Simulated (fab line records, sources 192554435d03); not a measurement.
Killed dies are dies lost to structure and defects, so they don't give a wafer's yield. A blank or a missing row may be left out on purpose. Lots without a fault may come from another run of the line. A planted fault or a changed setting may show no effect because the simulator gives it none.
A struck lot beside a sound one | flow n5_finfet | 17 steps out of a route of 1938
Sound: wafers L424.1, L424.2, L424.6. Struck: wafers L438.3, L438.5, L438.6. The cause comes at the end.
At each step with rows: each side's tool, then ch and its chambers, then its first start. Under that, the readings that differ: sound wafers | struck wafers | difference of the means | sigmas: that difference in standard deviations of wafers without a fault.
alike: readings whose means differ by less than 2 such deviations, and words and numbers that are the same on both sides. not compared: withheld readings, readings that some wafer has no value for, bounds like >300 that may hide the same value, and numbers for which the record gives no deviation and whose values overlap.
The two part at a step that has a row with sigmas, a row that says differs or no value, or rows on one side only. Numbers that don't overlap but have no deviation are shown without sigmas and don't part them. A reading that every wafer of one side lacks parts them only if that side has two wafers or more.

first, 10 steps without rows for these wafers: N5_PMOS_HMC_CHANNEL_EPI_DESCUM_14 (chemistry O2, time 7.9 s); N5_PMOS_HMC_CHANNEL_EPI_ETCH_32 (etches BARC in N2/H2, stops on SiO2, target depth 85.8 nm, time 50.3 s); N5_PMOS_HMC_CHANNEL_EPI_HM_OPEN_15 (chemistry CHF3/O2, target SiO2, target depth 40.6 nm, time 20.3 s); N5_PMOS_HMC_CHANNEL_EPI_STRIP_33 (strips in N2/H2); N5_PMOS_HMC_CHANNEL_EPI_STRIP_17 (strips in SPM, time 750 s); N5_PMOS_HMC_CHANNEL_EPI_ETCH_38 (etches SiO2 in CF4, target depth 1.5 nm); N5_PMOS_HMC_CHANNEL_EPI_FIN_RECESS_16 (chemistry HBr/Cl2, target Si, target depth 54 nm, time 18 s); N5_PMOS_HMC_CHANNEL_EPI_PRECLEAN_36 (cleans in O3/DIW, time 45 s); N5_PMOS_HMC_CHANNEL_EPI_PRECLEAN_18 (cleans in DHF, time 30 s); N5_PMOS_HMC_CHANNEL_EPI_SRD_19 (time 30 s).
N5_PMOS_HMC_CHANNEL_EPI_EPI_20: deposits SiGe30, target thk 59 nm.
  sound on epi_rpcvd-03 ch 0, day 2 06:32; struck on epi_rpcvd-01, day 5 18:31
  no value came back on the struck wafers for chamber_pressure_Torr (Torr), lamp_inner_pct (%); on the sound wafers chamber_pressure_Torr (Torr) reads 19.92 19.95 20.00
then, 4 steps without rows for these wafers: N5_PMOS_HMC_CHANNEL_EPI_HM_STRIP_35 (strips SiO2 in dHF, material SiO2, target depth 39.6 nm, time 216 s); N5_PMOS_HMC_CHANNEL_EPI_SRD_39 (time 30 s); N5_PMOS_HMC_CHANNEL_EPI_CMP_21 (polishes SiGe30, target thk 54 nm); N5_PMOS_HMC_CHANNEL_EPI_PRECLEAN_40 (cleans in DHF, time 30 s).
N5_BEOL_M4_RC_MEAS_101:
  the record has rows for the sound wafers here (prober-02 ch 0, day 9 02:45) and none for the struck ones
-- the record jumps here: 11 days lie between the struck wafers' starts before and after (it left off in module BEOL_M4 and takes up again in module PASSIVATION, whose first step shown is number 1936 of the route) --
N5_PASSIVATION_PROBE_49:
  sound on prober-02, day 14 03:44; struck on prober-01, day 16 09:24
  reading             | sound    | struck         | difference | sigmas
  killed_at_M0_to_M3  | 24 33 26 | 4 6 4          | -23        | -2
  killed_at_front_end | 29 30 39 | 1169 1170 1174 | +1138      | +99 or more
  killed_dies         | 83 95 91 | 1180 1180 1180 | +1090      | +64
  killed_on_rim       | 11 13 12 | 152 152 152    | +140       | +34
  killed_open         | 53 72 62 | 17 11 6        | -51        | -4
  killed_short        | 29 23 28 | 6 5 2          | -22        | -3
  alike: killed_at_M4_up, killed_at_contacts, killed_at_other

WHERE THEY PART
First at N5_PMOS_HMC_CHANNEL_EPI_EPI_20; last, within this record, at N5_PASSIVATION_PROBE_49.

WHY: what the simulator had put in
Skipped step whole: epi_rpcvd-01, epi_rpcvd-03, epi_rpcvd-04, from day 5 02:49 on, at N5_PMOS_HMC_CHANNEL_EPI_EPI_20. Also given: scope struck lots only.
